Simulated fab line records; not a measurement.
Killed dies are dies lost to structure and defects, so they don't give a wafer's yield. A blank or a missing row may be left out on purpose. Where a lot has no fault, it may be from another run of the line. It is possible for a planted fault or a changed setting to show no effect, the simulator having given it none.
The tool behind it: which one? + flow n5-finfet + 10 lots, 29 wafers sampled, at 4 steps of a route of 1938

WHAT THE GAUGES READ, wafer by wafer
N5_BEOL_M7_THK_MEAS_01.
| lot  | measured     | on            | M7_ILD_THK (nm)   |
|------|--------------|---------------|-------------------|
| L962 | day 8 21:29  | film-metro-02 | 153.3 157.0       |
| L964 | day 9 09:26  | film-metro-02 | 156.2 154.6 158.5 |
| L965 | day 9 14:16  | film-metro-01 | 152.5 154.4 155.5 |
| L967 | day 9 22:31  | film-metro-01 | 155.4 158.2 154.4 |
| L970 | day 10 07:46 | film-metro-01 | 152.8 155.9 155.1 |
| L973 | day 11 22:01 | film-metro-01 | 152.4 155.5 155.3 |
| L974 | day 11 22:33 | film-metro-02 | 155.8 155.2 159.7 |
| L981 | day 13 13:04 | film-metro-02 | 152.9 155.1 155.7 |
| L983 | day 14 01:40 | film-metro-02 | 129.3 154.4 154.4 |
| L984 | day 14 02:08 | film-metro-02 | 156.1 155.9 133.5 |

EACH LOT AND THE TOOL THAT RAN IT (in order: tool; ch and the chambers of the sampled wafers; start)
| lot  | N5_BEOL_M6_TRENCH_ETCH_37                     | N5_BEOL_M7_ILD_DEP_00           | N5_BEOL_M7_CURE_74            |
|------|-----------------------------------------------|---------------------------------|-------------------------------|
| L962 | rie-diel-04 ch 3, day 8 20:03 or earlier      | pecvd-04 ch 1,2, day 8 20:03    | uv-cure-02 ch 2, day 8 20:29  |
| L964 | rie-diel-05 ch 0,1,2, day 9 08:52 or earlier  | pecvd-04 ch 0,1, day 9 08:52    | uv-cure-03 ch 1, day 9 09:00  |
| L965 | rie-diel-05 ch 0,1, day 9 13:33 or earlier    | pecvd-02 ch 0,1, day 9 13:33    | uv-cure-01 ch 0, day 9 13:50  |
| L967 | rie-diel-04 ch 0,2,3, day 9 21:54 or earlier  | pecvd-04 ch 0,1,2, day 9 21:54  | uv-cure-03 ch 0, day 9 22:09  |
| L970 | rie-diel-05 ch 1,3, day 10 07:05 or earlier   | pecvd-02 ch 0, day 10 07:05     | uv-cure-03 ch 2, day 10 07:14 |
| L973 | rie-diel-06 ch 0,1,3, day 11 21:26 or earlier | pecvd-02 ch 0,1, day 11 21:26   | uv-cure-01 ch 2, day 11 21:40 |
| L974 | rie-diel-04 ch 1,2,3, day 11 21:58 or earlier | pecvd-02 ch 1,2, day 11 21:58   | uv-cure-01 ch 0, day 11 22:02 |
| L981 | rie-diel-06 ch 0,3, day 13 12:29 or earlier   | pecvd-04 ch 0,1,2, day 13 12:29 | uv-cure-01 ch 1, day 13 12:43 |
| L983 | rie-diel-05 ch 0,3, day 14 01:04 or earlier   | pecvd-04 ch 0,2, day 14 01:04   | uv-cure-01 ch 2, day 14 01:09 |
| L984 | rie-diel-06 ch 2,3, day 14 01:23 or earlier   | pecvd-04 ch 0,2, day 14 01:23   | uv-cure-01 ch 0, day 14 01:47 |
- N5_BEOL_M6_TRENCH_ETCH_37: etches SiCOH lowk in C4F6/O2, target depth 94.435 nm, time 31.5 s.
- N5_BEOL_M7_ILD_DEP_00: deposits SiCOH lowk from DEMS/porogen, target thk 179.75 nm, time 33.4 s.
- N5_BEOL_M7_CURE_74: cures SiCOH lowk, time 240 s.

WHAT THE TOOLS THEMSELVES READ (means of the sampled wafers that have a number; where no wafer has one, the mark that the record gives instead)
N5_BEOL_M6_TRENCH_ETCH_37.
| lot  | tool        | drypump-motor-current-A (A) | oes-product-au (a.u.) | rf-vpp-V (V) | showerhead-plenum-p-Torr (Torr) | throttle-valve-pct (%) |
|------|-------------|-----------------------------|-----------------------|--------------|---------------------------------|------------------------|
| L962 | rie-diel-04 | 5.1                         | 0.76                  | 662          | 2.87                            | 21.16                  |
| L964 | rie-diel-05 | 5.5                         | 0.83                  | 660          | 2.92                            | 20.92                  |
| L965 | rie-diel-05 | 5.6                         | 0.79                  | 660          | 2.92                            | 21.18                  |
| L967 | rie-diel-04 | 5.7                         | 0.76                  | 659          | 2.86                            | 21.15                  |
| L970 | rie-diel-05 | 5.5                         | 0.80                  | 651          | 2.76                            | 20.90                  |
| L973 | rie-diel-06 | 5.1                         | 0.78                  | 661          | 2.87                            | 21.15                  |
| L974 | rie-diel-04 | 5.8                         | 0.77                  | 660          | 2.78                            | 21.05                  |
| L981 | rie-diel-06 | 4.8                         | 0.77                  | 647          | 2.84                            | 21.08                  |
| L983 | rie-diel-05 | 6.0                         | 0.79                  | 660          | 2.99                            | 21.14                  |
| L984 | rie-diel-06 | 5.2                         | 0.76                  | 651          | 2.88                            | 21.09                  |

N5_BEOL_M7_ILD_DEP_00.
| lot  | tool     | heater-power-w (W) | showerhead-plenum-p-Torr (Torr) | throttle-valve-pct (%) |
|------|----------|--------------------|---------------------------------|------------------------|
| L962 | pecvd-04 | 311                | 5.750                           | 13.4                   |
| L964 | pecvd-04 | 262                | 5.733                           | 13.8                   |
| L965 | pecvd-02 | 327                | 5.744                           | 13.8                   |
| L967 | pecvd-04 | 310                | 5.736                           | 13.6                   |
| L970 | pecvd-02 | 353                | 5.740                           | 13.1                   |
| L973 | pecvd-02 | 324                | 5.739                           | 13.6                   |
| L974 | pecvd-02 | 315                | 5.734                           | 13.3                   |
| L981 | pecvd-04 | 301                | 5.733                           | 13.7                   |
| L983 | pecvd-04 | 287                | 5.721                           | 13.8                   |
| L984 | pecvd-04 | 291                | 5.722                           | 13.7                   |

N5_BEOL_M7_CURE_74.
| lot  | tool       | lamp-power-pct (%) | wafer_temp_C_max |
|------|------------|--------------------|------------------|
| L962 | uv-cure-02 | 52.34              | 386.8            |
| L964 | uv-cure-03 | 52.31              | 386.5            |
| L965 | uv-cure-01 | 52.28              | 387.3            |
| L967 | uv-cure-03 | 52.36              | 386.3            |
| L970 | uv-cure-03 | 52.35              | 387.6            |
| L973 | uv-cure-01 | 52.36              | 386.2            |
| L974 | uv-cure-01 | 52.33              | 387.4            |
| L981 | uv-cure-01 | 52.31              | 386.8            |
| L983 | uv-cure-01 | 52.28              | 386.2            |
| L984 | uv-cure-01 | 52.35              | 387.3            |

THE ANSWER, worked out from the rows above alone
Rule: the lots themselves supply what counts as usual. The widest of any qualifying gaps counts: lots, ordered by their means at a reading, are off when they make up no more than a third of the lots, leave a main group of 4 or more, and stand apart from it by 3 or more times the standard deviation of that group's means. If all means in a main group match to the digits the tables above print for the reading, that group is not used. Also off: a lot with no number at a reading for which 4 or more lots have one. All remaining lots with rows at the step are treated as sound. Order of review: gauges by route order, followed by the tools' own readings, for which a lot's mean as printed above is used. The first step at which some lot is off is used, and at that step the reading that is off furthest; a lot without a number counts as furthest.
Off: at N5_BEOL_M7_THK_MEAS_01 (M7_ILD_THK), L983, L984. Mean 155.3 nm and standard deviation 0.97 in the main group.
If a tool, at a process step before that reading, ran all the lots that are off and no sound lot after the first of them, it fits. The gauges at N5_BEOL_M7_THK_MEAS_01 are tried like those tools. N5_BEOL_M6_TRENCH_ETCH_37 gives no start for some lots, so the hours and the order of its lots are those of N5_BEOL_M7_ILD_DEP_00. Can't be told from this: 3 tools fit, pecvd-04 at N5_BEOL_M7_ILD_DEP_00, uv-cure-01 at N5_BEOL_M7_CURE_74, film-metro-02 at N5_BEOL_M7_THK_MEAS_01.

WHAT THE SIMULATOR HAD INSERTED
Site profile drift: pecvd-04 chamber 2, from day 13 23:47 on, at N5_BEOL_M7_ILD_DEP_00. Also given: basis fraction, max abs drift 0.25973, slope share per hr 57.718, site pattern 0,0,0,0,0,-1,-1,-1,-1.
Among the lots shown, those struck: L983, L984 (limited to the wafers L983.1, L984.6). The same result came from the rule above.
